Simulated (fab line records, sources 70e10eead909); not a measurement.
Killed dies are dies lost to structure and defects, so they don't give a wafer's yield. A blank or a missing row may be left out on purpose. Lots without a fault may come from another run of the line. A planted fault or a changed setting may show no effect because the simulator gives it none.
Problem report in the 8D (eight disciplines) form, filled by code | flow nand_harc | the parts of the form that need people (team, actions taken, sign-off) are left out

1. THE PROBLEM
killed_at_array at NHARC_END_SORT_01 reads a mean of 674 on 3 wafers of 3 lots; wafers without a fault read 29 with a standard deviation of 11. That is +59 standard deviations from the usual mean.
First seen on wafer L624.5, day 24 13:58, on prober-01. The record holds 6 wafers of 3 lots with a number at this step. Rule for "out", or "out of limits": more than 4 standard deviations from the usual mean. The other wafers with a number count as sound.

2. WHAT IT IS AND WHAT IT IS NOT
question                    | is                           | is not
which readings at this step | killed_at_array, killed_dies | killed_at_other, killed_at_periphery, killed_open, killed_short
which lots                  | L622, L624, L625             | -
which wafers of those lots  | L622.2, L624.5, L625.2       | L622.1, L624.1, L625.4
read on which gauges        | prober-01, prober-02         | -
when                        | from day 24 13:58            | up to then (1 sound wafer); but 2 sound wafers of L622, L625 came after

3. SUSPECTS, AND WHAT RULES EACH OUT
Counting: a tool at a process step up to the reading stays a suspect if it ran every lot that is out. Sound lots after the first of them don't rule it out here, since some wafers of a struck lot are sound.
- the gauge at NHARC_END_SORT_01: ruled out. The wafers that are out were read on 2 gauges (prober-01, prober-02).
- rie_diel-05 at NHARC_A_SGD_CUT_ETCH_58 (etches the open film in CF4, target depth 39 nm, time 65 s): kept. It ran every lot that is out, first L624 (day 18 10:53). Its own readings are out on those wafers: run_length_s.
- rie_diel-05 at NHARC_A_SGD_CUT_STRIP_17 (strips in O2): kept. It ran every lot that is out, first L624 (day 24 10:43). NHARC_A_SGD_CUT_STRIP_17 gives no start for some lots, so the hours and the order of its lots are those of NHARC_END_SORT_01.
Left after counting: rie_diel-05 at NHARC_A_SGD_CUT_ETCH_58, rie_diel-05 at NHARC_A_SGD_CUT_STRIP_17.

4. THE CAUSE (what the simulator had put in)
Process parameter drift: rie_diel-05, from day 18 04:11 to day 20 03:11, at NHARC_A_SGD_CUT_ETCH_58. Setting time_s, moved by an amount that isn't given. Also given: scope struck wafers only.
Counting left 2 suspects, and this tool is among them.

5. THE CHAIN OF EFFECTS, in route order
Each row: a reading whose mean over the struck wafers that have a number lies more than 3 standard deviations from the usual. Only readings for which the record gives a usual standard deviation are gone through. hours: the time from each lot's start at the first step in this table that gives one to its start at this step, as a median over the lots. sigmas: the change in usual standard deviations.
hours | step                    | reading         | usual  | on struck wafers | change | sigmas
0     | NHARC_A_SGD_CUT_ETCH_58 | run_length_s    | 86.0 s | 61.9             | -24.1  | -60
142   | NHARC_END_SORT_01       | killed_at_array | 29     | 674              | +645   | +59
142   | NHARC_END_SORT_01       | killed_dies     | 33     | 677              | +644   | +59
The process steps in it:
- NHARC_A_SGD_CUT_ETCH_58: etches the open film in CF4, target depth 39 nm, time 65 s.

6. WHAT WOULD HAVE CAUGHT IT SOONER
In this record the first reading out of limits at a measuring or inspecting step was taken at day 24 13:58, 154 hours after the fault began at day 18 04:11.
The tool's own readings at NHARC_A_SGD_CUT_ETCH_58 were out on every struck wafer that the step has a row for (run_length_s): an alarm limit on them would have fired on the first of those.
All the lots that are out (3) had begun NHARC_A_SGD_CUT_ETCH_58 on rie_diel-05 by day 24 13:58. A hold on the tool at that time would have spared none of them.
